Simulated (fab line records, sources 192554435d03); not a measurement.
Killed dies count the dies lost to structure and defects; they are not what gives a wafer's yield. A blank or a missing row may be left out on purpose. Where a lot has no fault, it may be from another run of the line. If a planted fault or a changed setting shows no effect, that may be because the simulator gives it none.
fab line records :: flow n5-finfet
record:
  lots: 3
  wafers: 9
  last-day: 17
route steps=1938 shown BEOL_M15@1822 PASS1_DEP@1831 MIM_BOT@1832 MIM_TOP@1834 MIM_TOP_LITHO@1839 PASSIVATION@1936
lots untouched by any fault: they come from a run of this same line in which no faults occurred
start-h: hours from the record's opening day to when the first of the lot's shown wafers began :: wait-h: hours since the lot's step before :: " identical to the entry in the row above :: L1.1+2: a single row standing in for several wafers :: - value missing, or start not given :: * or withheld: withheld :: < > ~ a bound
route shown NAME@n: NAME is a module with steps in the file, n the number in the route of the first one :: usual: the fault-free wafers' mean and standard deviation :: same: alike in all rows :: chamber/n: place in a boat :: sites: readings site by site :: _std_site: their standard deviation :: _edge_site: outer sites' mean less inner sites' :: radius-mm: how far each site lies from the wafer's centre :: mask NAME#n: copy n :: behind: the last tool/chamber to shape the wafer :: hold: cause of the lot's hold/its duration in hours/its outcome :: device: the n, p or np transistor that did not switch :: end of line: the tests these same wafers got at the end of their route :: a step without rows: its recipe alone :: killed: dies that structure and defects cost at the first sort, which is not the same as the wafer's yield :: map: the dies of a wafer, with x for killed, . for not killed, _ for no die there
set.NAME: the setting as run; set.NAME@STEP: as run at that earlier step :: model.NAME: the simulator's own value behind a step, which no gauge read
lots seen at some steps along the route; tables by step, rows by wafer
services: the hour from which a tool's chamber was out of use, counted from the record's first day as start-h (under 0 if before that day), plus the number of hours and why
== steps ==
step: N5_BEOL_M15_ECD_47
recipe:
  material: Cu
  target-thk-a: 18600
step: N5_BEOL_M15_ANNEAL_48
recipe:
  temp-c: 225
  time-s: 90
  ambient: N2
step: N5_BEOL_M15_CMP_49
recipe:
  stop-on: SiO2
  t-overpolish-s: 4.9
  down-force-psi: 2
  platen-rpm: 80
  clearing-platen-down-force-psi: 2
  clearing-platen-rpm: 80
  post-cmp-clean: cu-alkaline
  target-thk-nm: 850
  clearing-platen-pad-velocity-m-s: 1.5917
  pad-velocity-m-s: 1.5917
step: N5_BEOL_M15_PRE_CLEAN_52
recipe:
  gas: NH3
  time-s: 15
  temp-c: withheld
  rf-power-w: 300
step: N5_BEOL_M15_DEP_53
recipe:
  material: SiCN
  target-thk-a: 500
  temp-c: withheld
  precursor: 3MS/NH3
  pressure-torr: 3
  rf-w: 675
  time-s: 17.8
step: N5_PASSIVATION_PECVD_00
recipe:
  material: SiO2
  target-thk-a: 2000
  temp-c: 400
  precursor: SiH4/N2O
  pressure-torr: 2.7
  rf-w: 608
  time-s: 11.2
step: N5_MIM_BOT_DEGAS_01
recipe:
  ambient: vacuum
  temp-c: 300
  time-s: 60
step: N5_MIM_BOT_SPUTTER_00
recipe:
  material: TiN
  target-thk-a: 350
  temp-c: 200
  power-w: 3000
  chamber-pressure-pa: 0.49996
  gas: Ar
  reactive-partial-pa: 0.37997
  time-s: 89.7
step: N5_MIM_TOP_ALD_00
recipe:
  material: Al2O3
  target-thk-a: *
  temp-c: withheld
  ald-precursor-family: TMA
  ald-co-reactant: O3
  pulse-time-s: withheld
  purge-time-s: 3
  co-reactant-purge-time-s: withheld
  co-reactant-pulse-time-s: 3
  ald-cycles: withheld
usual:
  precursor-pulse-height-rel: 0.998/0.02
lot.wafer: L577.1
tool: ald-hk-02
chamber: 1
start-h: 326.44
wait-h: 0.1
precursor-pulse-height-rel: 0.981

lot.wafer: L577.4
tool: ald-hk-02
chamber: 3
start-h: 326.44
wait-h: 0.1
precursor-pulse-height-rel: 1.026

lot.wafer: L577.6
tool: ald-hk-02
chamber: 0
start-h: 326.44
wait-h: 0.1
precursor-pulse-height-rel: 1.000

lot.wafer: L589.2
tool: ald-hk-03
chamber: 3
start-h: 383.41
wait-h: 0.1
precursor-pulse-height-rel: 1.007

lot.wafer: L589.3
tool: ald-hk-03
chamber: 0
start-h: 383.41
wait-h: 0.1
precursor-pulse-height-rel: 0.970

lot.wafer: L589.4
tool: ald-hk-03
chamber: 1
start-h: 383.41
wait-h: 0.1
precursor-pulse-height-rel: 0.990

lot.wafer: L588.2
tool: ald-hk-02
chamber: 3
start-h: 387.38
wait-h: 0.1
precursor-pulse-height-rel: 1.004

lot.wafer: L588.3
tool: ald-hk-02
chamber: 0
start-h: 387.38
wait-h: 0.1
precursor-pulse-height-rel: 0.986

lot.wafer: L588.6
tool: ald-hk-02
chamber: 2
start-h: 387.38
wait-h: 0.1
precursor-pulse-height-rel: 0.973
step: N5_MIM_TOP_ALD_01
recipe:
  material: HfO2
  target-thk-a: 56
  temp-c: withheld
  ald-precursor-family: Hf-amide
  ald-co-reactant: O3
  pulse-time-s: 1
  purge-time-s: 3
  co-reactant-purge-time-s: 2
  co-reactant-pulse-time-s: 3
  ald-cycles: 62
step: N5_MIM_TOP_ALD_02
recipe:
  material: Al2O3
  target-thk-a: *
  temp-c: withheld
  ald-precursor-family: TMA
  ald-co-reactant: O3
  pulse-time-s: withheld
  purge-time-s: 3
  co-reactant-purge-time-s: withheld
  co-reactant-pulse-time-s: 3
  ald-cycles: withheld
step: N5_MIM_TOP_DEGAS_04
recipe:
  ambient: vacuum
  temp-c: 300
  time-s: 60
step: N5_MIM_TOP_SPUTTER_03
recipe:
  material: TiN
  target-thk-a: 350
  temp-c: 200
  power-w: 3000
  chamber-pressure-pa: 0.49996
  gas: Ar
  reactive-partial-pa: 0.37997
  time-s: 89.7
step: N5_MIM_TOP_LITHO_HMDS_01
recipe:
  time-s: 60
  temp-c: 120
step: N5_MIM_TOP_LITHO_COAT_02
recipe:
  spin-rpm: *
  resist-thk-nm: *
step: N5_MIM_TOP_LITHO_EBR_04
recipe:
  solvent: PGMEA
  ebr-width-mm: 1.5
step: N5_MIM_TOP_LITHO_SOFTBAKE_03
recipe:
  temp-c: 100
  time-s: 90
step: N5_MIM_TOP_LITHO_EXPOSE_05
recipe:
  mask-id: MIM_TOP
  na: 0.55
  source-shape: conventional
  sigma-outer: 0.8
  polarization: unpolarized
  target-cd-nm: 2000
  dose-mj: 20.5
step: N5_MIM_TOP_LITHO_PEB_06
recipe:
  peb-temp-c: withheld
  peb-time-s: *
step: N5_MIM_TOP_LITHO_DEVELOP_07
recipe:
  develop-time-s: 60
  rinse-liquid: diw
  dry: air-spin
  dev-temp-c: 21
step: N5_MIM_TOP_LITHO_HARDBAKE_09
recipe:
  temp-c: 130
  time-s: 120
step: N5_MIM_TOP_LITHO_INSPECT_12
recipe:
  mode: adi
  inspect-instrument: macro
usual:
  raw-defect-count: 2.1/1.6
lot.wafer: L577.1
tool: defect-inspect-01
chamber: -
start-h: 329.84
wait-h: 0.0
raw-defect-count: 1

lot.wafer: L577.4
tool: defect-inspect-01
chamber: -
start-h: 329.84
wait-h: 0.0
raw-defect-count: 2

lot.wafer: L577.6
tool: defect-inspect-01
chamber: -
start-h: 329.84
wait-h: 0.0
raw-defect-count: 1

lot.wafer: L589.2
tool: defect-inspect-02
chamber: -
start-h: 387.21
wait-h: 0.0
raw-defect-count: 0

lot.wafer: L589.3
tool: defect-inspect-02
chamber: -
start-h: 387.21
wait-h: 0.0
raw-defect-count: 3

lot.wafer: L589.4
tool: defect-inspect-02
chamber: -
start-h: 387.21
wait-h: 0.0
raw-defect-count: 2

lot.wafer: L588.2
tool: defect-inspect-01
chamber: -
start-h: 389.05
wait-h: 0.0
raw-defect-count: 2

lot.wafer: L588.3
tool: defect-inspect-01
chamber: -
start-h: 389.05
wait-h: 0.0
raw-defect-count: 2

lot.wafer: L588.6
tool: defect-inspect-01
chamber: -
start-h: 389.05
wait-h: 0.0
raw-defect-count: >300
step: N5_MIM_TOP_LITHO_DESCUM_10
recipe:
  chemistry: O2
  time-s: 7.9
  source-power-w: 50
  bias-power-w: 20
  pressure-mtorr: 20
  rf-frequency-hz: 2.712e+07
  temp-c: 40
  o2-flow-sccm: 225
step: N5_PASSIVATION_PROBE_49
usual:
  defect-limited-yield: 91.3/1.3
  killed_at_M0_to_M3: 35/9.3
  killed_at_M4_up: 14/5.2
  killed-at-contacts: 12/5.9
  killed-at-front-end: 38/11
  killed-at-other: 4/3.7
  killed-dies: 103/15
  killed-on-rim: 14/4
  killed-open: 67/12
  killed-short: 34/8
  sort_bin_5_function: 5.1/0.88
  sort_bin_6_memory: 3.3/0.65
  sort-n-pass: 1077/15
  sort-yield-pct: 91.3/1.3
same:
  gross-dies: 1180
  killed-at-back-side: 0
  sort_bin_4_leakage[%]: 0
  sort_bin_8_speed[%]: 0
lot.wafer: L588.6
tool: prober-02
chamber: -
start-h: 399.88
wait-h: 0.8
defect-limited-yield[%]: 88.7
killed_at_M0_to_M3: 26
killed_at_M4_up: 15
killed-at-contacts: 8
killed-at-front-end: 29
killed-at-other: 55
killed-dies: 133
killed-on-rim: 30
killed-open: 50
killed-short: 27
sort_bin_5_function[%]: 6.5
sort_bin_6_memory[%]: 3.4
sort-n-pass: 1047
sort-yield-pct[%]: 88.7
killed by level:class
L588.6 MIM_TOP:unspecified=55 FIN_SAQP:geometric-particle:short=7 MOL_CONTACT_COAG:geometric-particle:open=7 BEOL_M3:geometric-particle:open=7 BEOL_M4:geometric-particle:open=7 BEOL_M0_SAQP:geometric-particle:open=6 BEOL_M0_SAQP:geometric-particle:short=5 STI_FIN_REVEAL:geometric-particle:open=4
map L588.6 (x killed, . not)
_________________......x.....________________
______________................x._____________
___________...x....................__________
__________..x.....................x._________
________xx...........x................_______
_______.x..............................______
______....................xx............_____
_____...x.................x.x............____
____........x..............x..............___
___..x..x........x.......................x.__
___......x........................x........__
__......................x..................._
__..x..xx................xx.x.........x..x.._
_.................x...........x..............
_............x.....x........................x
_........x.x............x...x.x..............
_..........................x.........x.......
_...x.....x........x.......................x.
_x.................x.............x...........
_..............x.............x......x........
_............................................
__..x...............x......................._
__....................x....................._
___....x...xx..x....x......xx.....x........__
___xx..x.xxxx.x....x....x...x..............__
____xxxxxxx..x..........................x.___
_____xxxxxxxxx...................x.......____
______xxxxxxxx..........x...x....xx....._____
_______xxxxxxxx........................______
________xxxxxxx......................._______
__________xxx.x.....x...........x..._________
___________xxx...x......x.......x..__________
______________.................._____________
_________________............________________
map L577.1 (x killed, . not)
_________________............________________
______________.....x.........xx._____________
___________....x............xx...x.__________
__________.......x.........x.x.....x_________
________.......................x.....x_______
_______............x...................______
______............x.....x............x.._____
_____x...x.........x........x............____
____xx..x........x.x......................___
___........x...............................__
___................x.........xx.....x......__
__.....x.......x........x...x.......x......._
__....x..x...............x..........x.....x._
_x...............x.x......x.................x
_.....x...x..x...............................
_...x.........x.xx.......x.xx...x.x..........
_..........x....................x............
_...............x................x.x.x...x...
_...x...x......x.......x...................x.
_.....xx...............x......x........x.....
_........x..x...xx..........xx...............
__x.......................x...........x...x._
__..x..x........................x.....xx...x_
___........................................__
___.....................................x..__
____x......x.....x..x.......x.............___
_____..........x...x..........x..........____
______x.........x......................._____
_______......x.......x....x...x........______
________.x..x.......x................._______
__________..................x...x..._________
___________....x....x............x.__________
______________...x.............._____________
_________________x...x.xx....________________
== services ==
tool: ald-hk-03
chamber: -
start-h: 324.71
hours: 0.8
kind: repair

tool: ald-hk-03
chamber: -
start-h: 370.86
hours: 8.7
kind: pm
== key ==
first-sign:
  step: N5_MIM_TOP_LITHO_INSPECT_12
  reading: raw-defect-count
  direction: up
  sigmas: 99+
  usual: 2.1
  struck: >300
effect:
  step: N5_PASSIVATION_PROBE_49
  reading: killed-at-other
  direction: up
  sigmas: 14
  usual: 4
  struck: 55
more-kills-born-at:
  N5_MIM_TOP_ALD_00@ald-hk-02: 55
met-at N5_MIM_TOP_ALD_00
struck-wafers L588.6
fault:
  kind: chamber-particle-source
  tool: ald-hk-02
  chamber: 2
  onset-h: 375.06
  steps: N5_MIM_TOP_ALD_00
  rate-per-visit-cm2: 0.66866
  end-h: 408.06
